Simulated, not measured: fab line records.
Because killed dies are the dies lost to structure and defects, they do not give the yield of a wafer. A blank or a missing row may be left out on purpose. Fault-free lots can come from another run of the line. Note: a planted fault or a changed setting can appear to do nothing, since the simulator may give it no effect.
Split-lot experiment || flow n5-finfet || 7 lots, 21 wafers read, on a route of 1938 steps

ABOUT THE SPLIT
At N5_SD_EPI_N_EPI_21 (deposits Si:P, time 690 s), the setting epi-growth-time-s was moved away from the recipe's 690 s on 10 of the 21 wafers read, by -5.2% to +9.2%. All remaining wafers had this setting at the recipe value.

FROM THE SPLIT TO THE READING: what the file shows between them, 7 steps
- N5_SD_EPI_N_PRECLEAN_24: cleans in O3/DIW, time 60 s
- N5_SD_EPI_P_EPI_21: deposits SiGe:B, time 355 s
- N5_SD_EPI_P_HM_STRIP_48: strips SiNx in H3PO4, material SiNx, target depth 3 nm
- N5_SD_EPI_P_SRD_49: time 30 s
- N5_SD_EPI_P_PRECLEAN_24: cleans in O3/DIW, time 45 s
- N5_SD_ACTIVATION_RTA_00: time 0 s
- N5_SD_ACTIVATION_LSA_01: time 0.0008 s

THE READING
RS_SD_N, in ohm/sq, at N5_SD_ACTIVATION_RS_MEAS_03 (measures by four-point-probe). A value of 21.94 ohm/sq with a standard deviation of 0.27 ohm/sq is what fault-free wafers of this fab line usually give.

{"wafer": "L078.2", "tool, chamber at the split": "epi-rpcvd-03, 0", "epi-growth-time-s as run, s": 690, "against the recipe": "recipe", "RS_SD_N, ohm/sq": 21.93, "against lot-mates on the recipe": "-"}
{"wafer": "L078.4", "tool, chamber at the split": "epi-rpcvd-03, 0", "epi-growth-time-s as run, s": 653.8, "against the recipe": "-5.2%", "RS_SD_N, ohm/sq": 22.76, "against lot-mates on the recipe": "+0.83"}
{"wafer": "L078.5", "tool, chamber at the split": "epi-rpcvd-03, 0", "epi-growth-time-s as run, s": 653.8, "against the recipe": "-5.2%", "RS_SD_N, ohm/sq": 22.72, "against lot-mates on the recipe": "+0.79"}
{"wafer": "L087.2", "tool, chamber at the split": "epi-rpcvd-02, 0", "epi-growth-time-s as run, s": 726.6, "against the recipe": "+5.3%", "RS_SD_N, ohm/sq": 21.03, "against lot-mates on the recipe": -0.65}
{"wafer": "L087.5", "tool, chamber at the split": "epi-rpcvd-02, 0", "epi-growth-time-s as run, s": 690, "against the recipe": "recipe", "RS_SD_N, ohm/sq": 21.68, "against lot-mates on the recipe": "-"}
{"wafer": "L087.6", "tool, chamber at the split": "epi-rpcvd-02, 0", "epi-growth-time-s as run, s": 726.6, "against the recipe": "+5.3%", "RS_SD_N, ohm/sq": 20.82, "against lot-mates on the recipe": -0.86}
{"wafer": "L088.1", "tool, chamber at the split": "epi-rpcvd-02, 0", "epi-growth-time-s as run, s": 690, "against the recipe": "recipe", "RS_SD_N, ohm/sq": 22.45, "against lot-mates on the recipe": "-"}
{"wafer": "L088.2", "tool, chamber at the split": "epi-rpcvd-02, 0", "epi-growth-time-s as run, s": 690, "against the recipe": "recipe", "RS_SD_N, ohm/sq": 22.26, "against lot-mates on the recipe": "-"}
{"wafer": "L088.6", "tool, chamber at the split": "epi-rpcvd-02, 0", "epi-growth-time-s as run, s": 753.3, "against the recipe": "+9.2%", "RS_SD_N, ohm/sq": 21.15, "against lot-mates on the recipe": -1.21}
{"wafer": "L090.2", "tool, chamber at the split": "epi-rpcvd-03, 0", "epi-growth-time-s as run, s": 690, "against the recipe": "recipe", "RS_SD_N, ohm/sq": 21.78, "against lot-mates on the recipe": "-"}
{"wafer": "L090.3", "tool, chamber at the split": "epi-rpcvd-03, 0", "epi-growth-time-s as run, s": 690, "against the recipe": "recipe", "RS_SD_N, ohm/sq": 21.56, "against lot-mates on the recipe": "-"}
{"wafer": "L090.5", "tool, chamber at the split": "epi-rpcvd-03, 0", "epi-growth-time-s as run, s": 690, "against the recipe": "recipe", "RS_SD_N, ohm/sq": 22.11, "against lot-mates on the recipe": "-"}
{"wafer": "L095.2", "tool, chamber at the split": "epi-rpcvd-03, 0", "epi-growth-time-s as run, s": 690, "against the recipe": "recipe", "RS_SD_N, ohm/sq": 21.09, "against lot-mates on the recipe": "-"}
{"wafer": "L095.3", "tool, chamber at the split": "epi-rpcvd-03, 0", "epi-growth-time-s as run, s": 734, "against the recipe": "+6.4%", "RS_SD_N, ohm/sq": 20.92, "against lot-mates on the recipe": -0.17}
{"wafer": "L095.5", "tool, chamber at the split": "epi-rpcvd-03, 0", "epi-growth-time-s as run, s": 734, "against the recipe": "+6.4%", "RS_SD_N, ohm/sq": 20.52, "against lot-mates on the recipe": -0.57}
{"wafer": "L096.1", "tool, chamber at the split": "epi-rpcvd-04, 0", "epi-growth-time-s as run, s": 690, "against the recipe": "recipe", "RS_SD_N, ohm/sq": 22.09, "against lot-mates on the recipe": "-"}
{"wafer": "L096.2", "tool, chamber at the split": "epi-rpcvd-04, 0", "epi-growth-time-s as run, s": 719.8, "against the recipe": "+4.3%", "RS_SD_N, ohm/sq": 21.32, "against lot-mates on the recipe": -0.72}
{"wafer": "L096.6", "tool, chamber at the split": "epi-rpcvd-04, 0", "epi-growth-time-s as run, s": 690, "against the recipe": "recipe", "RS_SD_N, ohm/sq": 21.99, "against lot-mates on the recipe": "-"}
{"wafer": "L097.3", "tool, chamber at the split": "epi-rpcvd-02, 0", "epi-growth-time-s as run, s": 719.3, "against the recipe": "+4.2%", "RS_SD_N, ohm/sq": 21.36, "against lot-mates on the recipe": -0.89}
{"wafer": "L097.4", "tool, chamber at the split": "epi-rpcvd-02, 0", "epi-growth-time-s as run, s": 690, "against the recipe": "recipe", "RS_SD_N, ohm/sq": 22.25, "against lot-mates on the recipe": "-"}
{"wafer": "L097.5", "tool, chamber at the split": "epi-rpcvd-02, 0", "epi-growth-time-s as run, s": 719.3, "against the recipe": "+4.2%", "RS_SD_N, ohm/sq": 21.04, "against lot-mates on the recipe": -1.21}

FIT RESULTS
A straight line over all 21 wafers: RS_SD_N changes by -0.15 ohm/sq for each +1% of epi-growth-time-s; r = -0.86; the points scatter about the line by 0.34 ohm/sq.
The same after taking each lot's own level away (the mean of its wafers on the recipe; 21 wafers): -0.134 ohm/sq for each +1%; r = -0.89; scatter 0.26 ohm/sq.
Per that fit: largest epi-growth-time-s move, reading shift of 1.2 ohm/sq.
Measured against the standard deviation above, the lots' own levels, which go from 21.090 to 22.355 ohm/sq, span 4.7 times it.
So the slope is not independent of the lot-to-lot level: the two fits are not the same.
Check: for one of the wafers moved furthest among these (+9.2%), held out of the fit, the line's prediction against its lot-mates is -1.23 ohm/sq. Against them it came out at -1.21 ohm/sq.

THE WHOLE CHAIN: every reading that the file lists as answering this split, in the file's order
{"step": "N5_SD_EPI_N_EPI_21", "what it does": "deposits Si:P, time 690 s", "reading": "Si-P_of_SD_EPI_N_EPI_21.thk-nm (the simulator's own value, which no gauge read)", "change (the file's fit)": "+0.405 nm for each +1% of the setting", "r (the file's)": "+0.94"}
{"step": "N5_SD_EPI_P_HM_STRIP_48", "what it does": "strips SiNx in H3PO4, material SiNx, target depth 3 nm", "reading": "Si-P_of_SD_EPI_N_EPI_21.thk-nm (the simulator's own value, which no gauge read)", "change (the file's fit)": "+0.395 nm for each +1% of the setting", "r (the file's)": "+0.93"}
{"step": "N5_SD_ACTIVATION_RS_MEAS_03", "what it does": "measures by four-point-probe", "reading": "RS_SD_N", "change (the file's fit)": "-0.135 for each +1% of the setting", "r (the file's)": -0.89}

FILE'S OWN FIT
RS_SD_N changes by -0.135 ohm/sq for each +1% of epi-growth-time-s, r = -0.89.
